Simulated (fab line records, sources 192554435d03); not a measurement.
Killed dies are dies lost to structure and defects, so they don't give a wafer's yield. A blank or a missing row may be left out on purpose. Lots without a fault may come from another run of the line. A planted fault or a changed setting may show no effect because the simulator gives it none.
fab line records | flow n5_finfet
record lots=6 wafers=18 last_day=20
route steps=1938 shown BEOL_M10@1524 BEOL_M11@1536 PASSIVATION@1936
lots that met no fault: from a run of the same line without faults
start_h: hours from the record's first day to the start of the lot's first wafer shown | wait_h: hours since the lot's step before | " the same as in the row above | L1.1+2: a row that stands for several wafers | - no value, or no start given | * or withheld: withheld | < > ~ a bound
route shown NAME@n: a module of which the file shows steps, and the number in the route of the first | usual: mean/standard deviation of fault-free wafers | same: alike in all rows | chamber/n: place in a boat | sites: the reading at each site | _std_site: their standard deviation | _edge_site: outer sites' mean less inner sites' | radius_mm: how far each site lies from the wafer's centre | mask NAME#n: copy n | behind: the tool/chamber that last shaped the wafer | hold: why the lot was held/for how many hours/how that ended | device: the transistor (n, p or np) that didn't switch | end of line: the same wafers' tests at the end of the route | a step without rows: its recipe alone | killed: dies lost to structure and defects at the first sort, not the wafer's yield | map: a wafer's dies, x killed, . not, _ none there
set.NAME: the setting as run; set.NAME@STEP: as run at that earlier step | model.NAME: the simulator's own value behind a step, which no gauge read
lots at some steps of the route; a table a step, a row a wafer
services: from which hour (start_h, from the record's first day; less than 0 if before it) a tool's chamber was out of use, for how many hours, and why
## steps
# step N5_BEOL_M10_ALD_74
# recipe material=TaN target_thk_a=20 temp_c=275 ald_precursor_family=PDMAT ald_co_reactant=NH3 pressure_torr=3 carrier_flow_sccm=1500 pulse_time_s=2 purge_time_s=3 co_reactant_purge_time_s=2 co_reactant_pulse_time_s=3 ald_cycles=40 precursor_vessel_temp_c=75 precursor_vessel_pressure_torr=26.25 precursor_vessel_carrier_sccm=1000
# usual chamber_pressure_Torr=3.001/0.0065 heater_power_w=421/39 precursor_vessel_pressure_torr=26.25/0.057
# columns lot.wafer tool chamber start_h wait_h chamber_pressure_Torr heater_power_w precursor_vessel_pressure_torr
L738.1 ald_metal-04 1 254.81 0.1 2.998 478 26.25
L738.4 " 0 " " 3.010 357 26.23
L738.6 " 0 " " 2.999 348 26.22
L745.1 ald_metal-03 0 322.35 0.0 3.007 382 26.34
L745.5 " 2 " " 3.013 480 26.28
L745.6 " 1 " " 2.999 408 26.21
L752.3 ald_metal-04 1 339.06 0.3 3.003 481 26.24
L752.4 " 2 " " 2.994 425 26.19
L752.5 " 3 " " 3.013 409 26.13
L760.1 ald_metal-04 0 396.67 0.1 3.005 342 26.27
L760.5 " 0 " " 2.996 361 26.27
L760.6 " 3 " " 2.998 411 26.22
L761.2 ald_metal-01 3 407.87 0.0 3.004 378 26.28
L761.3 " 2 " " 2.995 418 26.25
L761.5 " 3 " " 3.000 376 26.28
L759.1 ald_metal-04 0 415.14 0.1 3.004 346 26.36
L759.3 " 1 " " 3.017 470 26.26
L759.6 " 0 " " 3.008 351 26.34
# step N5_BEOL_M10_SURFACE_TREAT_76
# recipe gas=Ar time_s=* ion_energy_ev=* ion_current_ma_cm2=0.5 pressure_mtorr=* ar_flow_sccm=30
# usual throttle_valve_pct=*
# columns lot.wafer tool chamber start_h wait_h throttle_valve_pct
L738.1 pvd_sputter-01 - 255.17 0.2 *
L738.4 " - " " *
L738.6 " - " " *
L745.1 pvd_sputter-01 - 322.80 0.3 *
L745.5 " - " " *
L745.6 " - " " *
L752.3 pvd_sputter-03 - 339.34 0.2 *
L752.4 " - " " *
L752.5 " - " " *
L760.1 pvd_sputter-03 - 398.85 2.0 *
L760.5 " - " " *
L760.6 " - " " *
L761.2 pvd_sputter-02 - 408.25 0.2 *
L761.3 " - " " *
L761.5 " - " " *
L759.1 pvd_sputter-03 - 415.52 0.2 *
L759.3 " - " " *
L759.6 " - " " *
# step N5_BEOL_M10_CVD_75
# recipe material=Co target_thk_a=20 temp_c=withheld precursor=CCTBA/H2 pressure_torr=30 time_s=138.9
# step N5_BEOL_M10_SPUTTER_48
# recipe material=Cu target_thk_a=120 temp_c=-20 bias_v=60 power_w=26000 chamber_pressure_pa=0.13 time_s=2
# step N5_BEOL_M10_ECD_50
# recipe material=Cu target_thk_a=3180
# step N5_BEOL_M10_ANNEAL_51
# recipe temp_c=225 time_s=90 ambient=N2
# usual wafer_temp_C_max=225.83/0.29
# columns lot.wafer tool chamber start_h wait_h wafer_temp_C_max
L738.1 rtp_anneal-02 0 255.97 0.3 225.98
L738.4 " 0 " " 225.79
L738.6 " 0 " " 225.77
L745.1 rtp_anneal-01 0 323.53 0.3 225.59
L745.5 " 0 " " 225.39
L745.6 " 0 " " 225.92
L752.3 rtp_anneal-01 0 341.33 0.2 225.54
L752.4 " 0 " " 225.77
L752.5 " 0 " " 226.02
L760.1 rtp_anneal-01 0 401.21 0.2 225.65
L760.5 " 0 " " 225.43
L760.6 " 0 " " 225.34
L761.2 rtp_anneal-02 0 408.85 0.1 225.99
L761.3 " 0 " " 225.71
L761.5 " 0 " " 226.18
L759.1 rtp_anneal-02 0 416.12 0.2 225.78
L759.3 " 0 " " 225.86
L759.6 " 0 " " 226.52
# step N5_BEOL_M10_CMP_52
# recipe stop_on=SiCOH_lowk t_overpolish_s=7 down_force_psi=1 platen_rpm=50 clearing_platen_down_force_psi=1.5 clearing_platen_rpm=50 post_cmp_clean=cu_alkaline target_thk_nm=140 clearing_platen_pad_velocity_m_s=0.99484 pad_velocity_m_s=0.99484
# usual barrier_field_endpoint_s=28.6/0.88 clearing_platen_down_force_psi=1.5000/0.0028 edge_zone_pressure_frac=1.000/0.005 motor_current_A=6.2/0.73 overpolish_run_s=6.999/0.0093 time_to_endpoint_s=65/3.9
# columns lot.wafer tool chamber start_h wait_h barrier_field_endpoint_s clearing_platen_down_force_psi edge_zone_pressure_frac motor_current_A overpolish_run_s time_to_endpoint_s
L738.4 cmp-01 3 256.34 0.2 29.9 1.4953 1.003 5.6 6.998 68
L738.1 " 0 " " 27.9 1.4946 0.994 6.9 6.989 63
L738.6 " 2 " " 28.6 1.4997 1.002 6.2 7.015 64
L745.1 cmp-03 2 323.86 0.3 28.4 1.4975 1.002 6.5 7.004 63
L745.6 " 1 " " 29.4 1.5031 1.006 5.8 6.993 70
L745.5 " 2 " " 27.6 1.5005 1.002 6.0 7.000 62
L752.3 cmp-02 3 341.60 0.2 28.6 1.5015 1.007 5.9 6.994 62
L752.4 " 1 " " 29.9 1.4938 1.006 6.0 7.007 70
L752.5 " 2 " " 28.3 1.5006 1.001 5.5 6.983 67
L760.1 cmp-02 3 401.54 0.3 27.4 1.5008 0.993 6.2 7.006 63
L760.5 " 2 " " 28.8 1.4993 0.995 5.2 7.007 68
L760.6 " 3 " " 27.9 1.4969 1.000 6.0 6.989 62
L761.3 cmp-03 1 409.14 0.2 28.8 1.4980 0.994 6.5 7.004 66
L761.2 " 2 " " 27.5 1.5030 1.000 6.3 6.995 59
L761.5 " 1 " " 29.5 1.4979 1.001 5.9 7.000 70
L759.3 cmp-02 3 416.42 0.2 29.4 1.5026 1.012 5.8 7.013 66
L759.1 " 1 " " 31.0 1.5050 1.006 5.6 7.006 72
L759.6 " 0 " " 30.6 1.5009 0.998 8.1 6.997 69
# step N5_BEOL_M10_THK_MEAS_53
# recipe thk_meas_gauge=xrf reads=Cu_of_BEOL_M10_ECD_50
# usual M10_THK=140/3.5
# columns lot.wafer tool chamber start_h wait_h M10_THK[nm]
L738.1 film_metro-01 - 256.56 - 137
L738.4 " - " " 144
L738.6 " - " " 138
L745.1 film_metro-01 - 324.13 0.2 145
L745.5 " - " " 138
L745.6 " - " " 146
L752.3 film_metro-02 - 341.85 - 135
L752.4 " - " " 138
L752.5 " - " " 137
L760.1 film_metro-01 - 401.81 - 141
L760.5 " - " " 138
L760.6 " - " " 137
L761.2 film_metro-01 - 409.40 - 141
L761.3 " - " " 144
L761.5 " - " " 138
L759.1 film_metro-02 - 416.71 - 141
L759.3 " - " " 143
L759.6 " - " " 142
# step N5_BEOL_M10_PRE_CLEAN_55
# recipe gas=NH3 time_s=15 temp_c=withheld rf_power_w=300
# step N5_BEOL_M10_DEP_56
# recipe material=SiCN target_thk_a=150 temp_c=withheld precursor=3MS/NH3 pressure_torr=3 rf_w=202 time_s=26.5
# step N5_BEOL_M10_RS_MEAS_57
# recipe thk_meas_gauge=four-point-probe reads=Cu_of_BEOL_M10_ECD_50+Co_of_BEOL_M10_CVD_75+TaN_of_BEOL_M10_ALD_74
# usual M10_RS=0.150/0.0042
# columns lot.wafer tool chamber start_h wait_h M10_RS[ohm/sq]
L738.1 film_metro-02 - 256.70 0.1 0.155
L738.4 " - " " 0.146
L738.6 " - " " 0.155
L745.1 film_metro-02 - 324.27 0.1 0.144
L745.5 " - " " 0.153
L745.6 " - " " 0.144
L752.3 film_metro-01 - 341.99 0.1 0.154
L752.4 " - " " 0.152
L752.5 " - " " 0.152
L760.1 film_metro-01 - 401.94 0.1 0.149
L760.5 " - " " 0.152
L760.6 " - " " 0.154
L761.2 film_metro-02 - 409.54 0.1 0.149
L761.3 " - " " 0.147
L761.5 " - " " 0.153
L759.1 film_metro-02 - 416.85 0.1 0.149
L759.3 " - " " 0.147
L759.6 " - " " 0.148
# step N5_BEOL_M10_INSPECT_58
# recipe inspect_instrument=darkfield mode=post_dep
# usual raw_defect_count=70/23
# columns lot.wafer tool chamber start_h wait_h raw_defect_count
L738.1 defect_inspect-01 - 256.72 0.0 62
L738.4 " - " " 58
L738.6 " - " " 103
L745.1 defect_inspect-01 - 324.30 0.0 44
L745.5 " - " " 84
L745.6 " - " " 40
L752.3 defect_inspect-02 - 342.02 0.0 37
L752.4 " - " " 37
L752.5 " - " " 32
L760.1 defect_inspect-02 - 401.97 0.0 38
L760.5 " - " " 44
L760.6 " - " " 62
L761.2 defect_inspect-01 - 409.56 0.0 96
L761.3 " - " " 62
L761.5 " - " " 72
L759.1 defect_inspect-01 - 416.87 0.0 67
L759.3 " - " " 102
L759.6 " - " " 69
# step N5_BEOL_M11_ILD_DEP_00
# recipe material=SiCOH_lowk target_thk_a=3085.1 temp_c=300 precursor=DEMS/porogen pressure_torr=5 rf_w=500 time_s=58
# usual chamber_pressure_Torr=5.000/0.011 heater_power_w=309/48 showerhead_plenum_p_Torr=5.740/0.019 susceptor_temp_C=300.02/0.22 throttle_valve_pct=14.4/1.2
# columns lot.wafer tool chamber start_h wait_h chamber_pressure_Torr heater_power_w showerhead_plenum_p_Torr susceptor_temp_C throttle_valve_pct
L738.1 pecvd-04 1 256.76 0.0 4.994 283 5.730 299.89 17.2
L738.4 " 0 " " 5.005 262 5.766 299.91 14.0
L738.6 " 2 " " 5.022 375 5.704 299.95 13.3
L745.1 pecvd-01 2 324.33 0.0 5.003 359 5.728 300.24 13.4
L745.5 " 1 " " 5.000 252 5.740 300.20 14.0
L745.6 " 0 " " 5.016 303 5.722 302.92 14.9
L752.3 pecvd-01 2 342.05 0.0 4.984 341 5.743 300.00 13.3
L752.4 " 0 " " 5.027 262 5.735 302.87 14.7
L752.5 " 1 " " 4.997 205 5.726 299.87 14.1
L760.1 pecvd-04 2 402.00 0.0 4.999 333 5.715 300.07 13.8
L760.5 " 0 " " 4.979 270 5.786 299.74 14.2
L760.6 " 2 " " 4.993 347 5.712 300.24 13.8
L761.2 pecvd-04 0 409.60 0.0 4.989 326 5.767 299.85 14.3
L761.3 " 2 " " 5.006 356 5.709 299.71 13.7
L761.5 " 0 " " 4.989 332 5.763 299.73 14.1
L759.1 pecvd-01 1 416.91 0.0 4.994 197 5.729 300.06 14.0
L759.3 " 0 " " 5.005 313 5.729 300.19 14.5
L759.6 " 2 " " 5.025 353 5.748 299.66 13.3
# step N5_BEOL_M11_CURE_71
# recipe temp_c=385 time_s=240 ambient=He/Ar material=SiCOH_lowk
# usual lamp_power_pct=52.31/0.059 wafer_temp_C_max=386.4/0.58
# columns lot.wafer tool chamber start_h wait_h lamp_power_pct wafer_temp_C_max
L738.1 uv_cure-03 2 256.84 0.0 52.34 386.3
L738.4 " 2 " " 52.29 386.0
L738.6 " 2 " " 52.42 386.4
L745.1 uv_cure-02 0 324.41 0.0 52.30 387.0
L745.5 " 0 " " 52.25 387.5
L745.6 " 0 " " 52.33 387.1
L752.3 uv_cure-01 0 342.45 0.4 52.39 387.3
L752.4 " 0 " " 52.29 387.8
L752.5 " 0 " " 52.30 387.5
L760.1 uv_cure-01 2 402.11 0.1 52.32 386.1
L760.5 " 2 " " 52.35 386.2
L760.6 " 2 " " 52.26 386.2
L761.2 uv_cure-03 2 409.86 0.2 52.36 386.0
L761.3 " 2 " " 52.25 386.0
L761.5 " 2 " " 52.38 386.1
L759.1 uv_cure-03 0 416.99 0.0 52.20 386.1
L759.3 " 0 " " 52.27 385.8
L759.6 " 0 " " 52.27 385.9
# step N5_PASSIVATION_PROBE_49
# usual defect_limited_yield=91.2/1.5 killed_at_M0_to_M3=36/10 killed_at_M4_up=14/5.2 killed_at_contacts=12/6 killed_at_front_end=37/10 killed_at_other=4/3.3 killed_dies=104/18 killed_open=68/14 killed_short=34/7.4 sort_bin_4_leakage=0.01/0.04 sort_bin_5_function=5.2/1 sort_bin_6_memory=3.3/0.7 sort_n_pass=1076/18 sort_yield_pct=91.2/1.5
# same gross_dies=1180 killed_at_back_side=0 sort_bin_8_speed[%]=0
# columns lot.wafer tool chamber start_h wait_h defect_limited_yield[%] killed_at_M0_to_M3 killed_at_M4_up killed_at_contacts killed_at_front_end killed_at_other killed_dies killed_open killed_short sort_bin_4_leakage[%] sort_bin_5_function[%] sort_bin_6_memory[%] sort_n_pass sort_yield_pct[%]
L738.1 prober-01 - 301.20 0.0 91.3 31 14 5 52 1 103 62 37 0 5.3 3.1 1077 91.3
L738.4 prober-01 - 301.35 0.2 91.9 31 12 19 33 1 96 57 39 0 4.3 3.5 1084 91.9
L738.6 prober-01 - 301.45 0.3 89.7 50 16 14 40 2 122 83 39 0 5.9 3.9 1058 89.7
L745.1 prober-01 - 377.98 0.0 91.4 30 11 13 42 5 101 69 29 0 4.9 3.3 1079 91.4
L745.5 prober-01 - 378.18 0.2 88.9 44 20 10 49 8 131 81 48 0 6.2 4.3 1049 88.9
L745.6 prober-01 - 378.23 0.3 90.8 37 17 9 40 5 108 62 43 0 6.3 2.6 1072 90.8
L752.3 prober-01 - 400.61 0.1 91.6 38 11 9 40 1 99 66 32 0 5.2 2.8 1081 91.6
L752.4 prober-01 - 400.66 0.2 89.4 34 24 16 47 4 125 79 46 0.34 6.9 3.4 1051 89.1
L752.5 prober-01 - 400.71 0.2 90.7 33 15 16 46 0 110 72 36 0 5.0 3.9 1070 90.7
# killed by level:class
L738.1 FIN_SAQP:geometric_particle:open=27 FIN_SAQP:geometric_particle:short=9 BEOL_M1:geometric_particle:open=9 BEOL_M0_SAQP:geometric_particle:short=6 BEOL_M4:geometric_particle:open=6 MOL_CONTACT_COAG:geometric_particle:open=5 BEOL_M0_SAQP:geometric_particle:open=5 BEOL_M0:geometric_particle:short=4
L738.4 MOL_CONTACT_COAG:geometric_particle:open=14 BEOL_M1:geometric_particle:open=10 STI_FIN_REVEAL:geometric_particle:open=9 BEOL_M0_SAQP:geometric_particle:short=8 FIN_SAQP:geometric_particle:short=7 DUMMY_GATE:geometric_particle:open=6 GATE_CUT:geometric_particle:short=5 MOL_CONTACT_COAG:geometric_particle:short=5
L738.6 FIN_SAQP:geometric_particle:open=17 BEOL_M0_SAQP:geometric_particle:open=16 BEOL_M1:geometric_particle:open=14 MOL_CONTACT_COAG:geometric_particle:open=11 BEOL_M0_SAQP:geometric_particle:short=11 FIN_SAQP:geometric_particle:short=10 BEOL_M4:geometric_particle:open=8 BEOL_M2:geometric_particle:open=4
L745.1 FIN_SAQP:geometric_particle:open=13 MOL_CONTACT_COAG:geometric_particle:open=11 BEOL_M0_SAQP:geometric_particle:open=8 FIN_SAQP:geometric_particle:short=7 STI_FIN_REVEAL:geometric_particle:open=7 BEOL_M0_SAQP:geometric_particle:short=6 BEOL_M2:geometric_particle:open=6 DUMMY_GATE:geometric_particle:open=5
L745.5 BEOL_M0_SAQP:geometric_particle:short=20 FIN_SAQP:geometric_particle:short=11 STI_FIN_REVEAL:geometric_particle:open=11 FIN_SAQP:geometric_particle:open=8 MOL_CONTACT_COAG:geometric_particle:open=8 BEOL_M4:geometric_particle:open=8 BEOL_M0_SAQP:geometric_particle:open=7 BEOL_M2:geometric_particle:open=7
L745.6 BEOL_M0_SAQP:geometric_particle:short=11 BEOL_M0_SAQP:geometric_particle:open=11 FIN_SAQP:geometric_particle:short=10 FIN_SAQP:geometric_particle:open=8 MOL_CONTACT_COAG:geometric_particle:open=8 BEOL_M3:geometric_particle:open=8 STARTING-WAFER:geometric_particle:short=8 BEOL_M4:geometric_particle:open=6
L752.3 STI_FIN_REVEAL:geometric_particle:open=15 BEOL_M0_SAQP:geometric_particle:open=14 MOL_CONTACT_COAG:geometric_particle:open=9 BEOL_M0_SAQP:geometric_particle:short=9 BEOL_M2:geometric_particle:open=6 ILD0:geometric_particle:short=5 FIN_SAQP:geometric_particle:short=4 BEOL_M1:geometric_particle:open=4
L752.4 FIN_SAQP:geometric_particle:open=16 BEOL_M0_SAQP:geometric_particle:short=12 MOL_CONTACT_COAG:geometric_particle:open=12 BEOL_M0_SAQP:geometric_particle:open=11 BEOL_M4:geometric_particle:open=11 FIN_SAQP:geometric_particle:short=7 STI_FIN_REVEAL:geometric_particle:open=6 BEOL_M1:geometric_particle:open=4
L752.5 MOL_CONTACT_COAG:geometric_particle:open=13 BEOL_M0_SAQP:geometric_particle:open=10 STI_FIN_REVEAL:geometric_particle:open=9 GATE_CUT:geometric_particle:short=8 BEOL_M0_SAQP:geometric_particle:short=7 FIN_SAQP:geometric_particle:open=6 BEOL_M1:geometric_particle:open=6 GATE_CUT:geometric_particle:open=5
## services
# columns tool chamber start_h hours kind
cmp-02 - 231.63 10.3 pm
cmp-03 - 244.00 1.0 repair
cmp-02 - 259.41 4.0 pm
cmp-02 - 289.59 4.6 pm
ald_metal-04 - 293.61 8.7 pm
pecvd-01 - 295.80 14.6 pm
uv_cure-03 - 316.49 1.0 pm
cmp-02 - 321.72 0.3 repair
cmp-02 - 328.59 0.6 repair
cmp-03 - 358.93 2.4 repair
cmp-02 - 359.12 1.0 repair
rtp_anneal-02 - 363.38 1.3 repair
pecvd-01 1 366.46 4.7 repair
uv_cure-03 - 366.47 1.9 repair
cmp-02 - 367.04 9.2 repair
cmp-03 - 369.83 10.2 pm
cmp-03 - 381.43 2.7 repair
ald_metal-04 - 381.53 2.8 pm
pecvd-04 1 382.92 3.5 repair
uv_cure-03 - 388.72 3.4 pm
pvd_sputter-01 - 393.50 73.0 repair
uv_cure-03 - 399.56 0.4 repair
pecvd-01 - 413.47 2.8 pm
cmp-02 - 417.21 9.6 repair
## key
first_sign step=N5_BEOL_M11_ILD_DEP_00 reading=susceptor_temp_C direction=up sigmas=13 usual=* struck=*
effect none on later readings
met_at N5_BEOL_M11_ILD_DEP_00
struck_wafers L745.6,L752.4
fault kind=process_parameter_drift tool=pecvd-01 chamber=0 onset_h=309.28 steps=N5_BEOL_M11_ILD_DEP_00 channel=temp_c offset=* shape=step end_h=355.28 acts_in=* stated=*
